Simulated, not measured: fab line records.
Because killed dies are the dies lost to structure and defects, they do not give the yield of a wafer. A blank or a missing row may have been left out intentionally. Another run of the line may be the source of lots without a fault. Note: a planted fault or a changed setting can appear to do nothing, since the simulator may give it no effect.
Which tool was responsible? | flow nand-harc | Sampling: 6 lots, 18 wafers, 5 of 1302 route steps

WHAT THE GAUGES SHOWED, per wafer
NHARC_END_SORT_01.
lot  | measured     | on        | killed-at-array
L233 | day 30 10:13 | prober-02 | 59 71 74

TOOL THAT RAN EACH LOT (tool first, then ch and the chambers of the sampled wafers, then the start)
lot  | NHARC_P_STI_HM_DEP_30       | NHARC_THIN_TSV_DESCUM_14           | NHARC_THIN_TSV_DESCUM_35           | NHARC_THIN_TSV_ETCH_59
L221 | lpcvd-01 ch 1, day 3 11:14  | rie-diel-11 ch 0,1, day 24 08:50   | rie-diel-11 ch 1,2,3, day 24 15:01 | rie-metal-03 ch 0,1, day 24 15:08
L224 | lpcvd-02 ch 1, day 4 19:16  | rie-diel-09 ch 0,1,2, day 26 10:23 | rie-diel-09 ch 1,2,3, day 26 16:20 | rie-metal-01 ch 0,1, day 26 16:31
L229 | lpcvd-02 ch 1, day 6 21:44  | rie-diel-11 ch 0,2,3, day 28 04:24 | rie-diel-09 ch 2,3, day 28 10:11   | rie-metal-02 ch 0,1, day 28 10:19
L231 | lpcvd-02 ch 1, day 7 15:20  | rie-diel-11 ch 1,2, day 28 15:31   | rie-diel-09 ch 0,1, day 28 21:26   | rie-metal-02 ch 0,1, day 28 21:36
L233 | lpcvd-02 ch 1, day 8 10:37  | -                                  | -                                  | -
L241 | lpcvd-01 ch 0, day 11 20:01 | rie-diel-11 ch 2,3, day 33 09:43   | rie-diel-03 ch 0,2, day 33 15:30   | rie-metal-03 ch 0,1, day 33 15:37
- NHARC_P_STI_HM_DEP_30: deposits Si3N4, target thk 80 nm, time 873 s.
- NHARC_THIN_TSV_DESCUM_14: chemistry O2, time 3 s.
- NHARC_THIN_TSV_DESCUM_35: chemistry O2, time 3 s.
- NHARC_THIN_TSV_ETCH_59: etches the open film in Cl2/BCl3, target depth 880 nm, time 138.1 s.

THE ANSWER, worked out from the rows above alone
Rule: what is usual is taken from the lots themselves. The widest of any qualifying gaps counts: lots, ordered by their means at a reading, are off when they make up no more than a third of the lots, leave a main group of 4 or more, and stand apart from it by 3 or more times the standard deviation of that group's means. The tables above print the reading to a certain number of digits; a main group whose means all agree to those digits is not used. Also off: a lot with no number at a reading for which 4 or more lots have one. Where the step has rows for the other lots, those lots are counted as sound.
No lot is off at any reading shown: from this, nothing can be told.

WHAT THE SIMULATOR PUT IN
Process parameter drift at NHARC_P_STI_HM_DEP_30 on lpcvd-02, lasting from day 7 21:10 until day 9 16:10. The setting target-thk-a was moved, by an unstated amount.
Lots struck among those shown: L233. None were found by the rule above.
